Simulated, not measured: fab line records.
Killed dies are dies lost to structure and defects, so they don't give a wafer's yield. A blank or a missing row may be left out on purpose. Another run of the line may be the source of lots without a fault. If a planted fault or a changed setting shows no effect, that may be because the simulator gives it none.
Matching of chambers | flow nand_harc | 4 sister chambers for NHARC_P_M0_ETCH_34 on rie_diel-13
The step etches the open film in N2/H2, target depth 40 nm, overetch 12 nm, time 43.94 s. 4 wafers are shown with their chamber, then 12 later ones without.

== WAFERS WITH THEIR CHAMBER ==
wafer  | chamber | drypump_motor_current_A (A)
L084.1 | 3       | 4.8
L086.2 | 1       | 5.4
L086.3 | 2       | 6.5
L086.4 | 0       | 5.2

== WAFERS WITH NO CHAMBER GIVEN ==
wafer  | drypump_motor_current_A (A)
L088.3 | 5.2
L088.5 | 4.8
L088.6 | 5.2
L092.2 | 5.4
L092.5 | 5.4
L092.6 | 6.5
L094.2 | 5.4
L094.3 | 5.3
L094.4 | 4.8
L095.1 | 4.8
L095.2 | 6.5
L095.6 | 5.3

== WHICH CHAMBER EACH WENT THROUGH ==
wafer  | from the rows above     | in truth
L088.3 | 0                       | 0
L088.5 | 3                       | 3
L088.6 | 0                       | 0
L092.2 | 1                       | 1
L092.5 | 1                       | 1
L092.6 | 2                       | 2
L094.2 | 1                       | 1
L094.3 | can't be placed: 0 or 1 | 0
L094.4 | 3                       | 3
L095.1 | 3                       | 3
L095.2 | 2                       | 2
L095.6 | can't be placed: 0 or 1 | 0
Correct placement for 10 of the 12. Not placeable from these rows: 2 (in 2, the candidates include the true chamber). Wrongly placed: 0.
How it was worked out, from the rows above alone: a wafer's distance from a chamber is the root of the sum, over the readings, of the square of ((its reading less the chamber's mean) divided by the reading's scatter). The wafer belongs to the nearest chamber; if the next one is less than 2 further off, it can't be placed. For every chamber, the mean is computed from those of its wafers that are shown. The scatter: with one shown wafer a chamber, the root of the mean of the squares of how far each hidden wafer lies from its nearest shown one.
